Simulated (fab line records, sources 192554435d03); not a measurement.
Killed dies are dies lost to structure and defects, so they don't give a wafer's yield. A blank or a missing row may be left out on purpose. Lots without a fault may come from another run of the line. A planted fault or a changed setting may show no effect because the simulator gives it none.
Chamber matching | flow n5_finfet | N5_BEOL_M5_ETCH_61 on rie_diel-06: 4 sister chambers
The step etches SiARC in CF4, target depth 15.6 nm, time 26 s. 16 wafers are shown with their chamber, then 8 later ones without.

WAFERS WITH THEIR CHAMBER
wafer  | chamber | drypump_motor_current_A (A) | showerhead_plenum_p_Torr (Torr) | throttle_valve_pct (%)
L074.4 | 1       | 5.5                         | 2.11                            | 15.61
L074.5 | 2       | 5.2                         | 2.23                            | 15.89
L074.6 | 3       | 5.5                         | 2.18                            | 15.30
L075.1 | 3       | 5.5                         | 2.17                            | 15.30
L075.2 | 2       | 5.2                         | 2.22                            | 15.88
L075.6 | 2       | 5.2                         | 2.22                            | 15.89
L081.1 | 2       | 5.2                         | 2.22                            | 15.92
L081.3 | 3       | 5.5                         | 2.17                            | 15.33
L081.5 | 0       | 5.9                         | 2.10                            | 15.32
L082.1 | 3       | 5.5                         | 2.17                            | 15.35
L082.2 | 2       | 5.2                         | 2.22                            | 15.94
L082.3 | 0       | 5.9                         | 2.10                            | 15.30
L086.1 | 1       | 5.4                         | 2.10                            | 15.15
L086.4 | 2       | 5.2                         | 2.22                            | 15.95
L086.5 | 3       | 5.5                         | 2.17                            | 15.36
L087.2 | 1       | 5.5                         | 2.10                            | 15.14

SIGNATURES (means of the wafers above)
reading                  | chamber 0 | chamber 1 | chamber 2 | chamber 3 | scatter within a chamber
drypump_motor_current_A  | 5.900     | 5.467     | 5.200     | 5.500     | 0.0236
showerhead_plenum_p_Torr | 2.1000    | 2.1033    | 2.2217    | 2.1720    | 0.00438
throttle_valve_pct       | 15.3100   | 15.3000   | 15.9117   | 15.3280   | 0.112
Rule: a wafer's distance from a chamber is the root of the sum, over the readings, of the square of ((its reading less the chamber's mean) divided by the reading's scatter). The wafer belongs to the nearest chamber; if the next one is less than 2 further off, it can't be placed. The scatter: the root of (the sum of the squares of (reading less its chamber's mean) over the shown wafers, divided by (wafers less chambers)).

WAFERS WITHOUT THEIR CHAMBER
wafer  | drypump_motor_current_A (A) | showerhead_plenum_p_Torr (Torr) | throttle_valve_pct (%)
L087.5 | 5.5                         | 2.17                            | 15.36
L087.6 | 5.2                         | 2.21                            | 15.93
L093.1 | 5.5                         | 2.16                            | 15.38
L093.2 | 5.2                         | 2.21                            | 15.97
L093.5 | 5.5                         | 2.10                            | 15.18
L096.1 | 5.2                         | 2.21                            | 15.97
L096.2 | 5.9                         | 2.09                            | 15.37
L096.3 | 5.5                         | 2.16                            | 15.41

WHICH CHAMBER EACH WENT THROUGH
wafer  | from the rows above | in truth
L087.5 | 3                   | 3
L087.6 | 2                   | 2
L093.1 | 3                   | 3
L093.2 | 2                   | 2
L093.5 | 1                   | 1
L096.1 | 2                   | 2
L096.2 | 0                   | 0
L096.3 | 3                   | 3
Placed correctly: 8 of 8. Can't be placed from these rows: 0. Placed wrongly: 0.
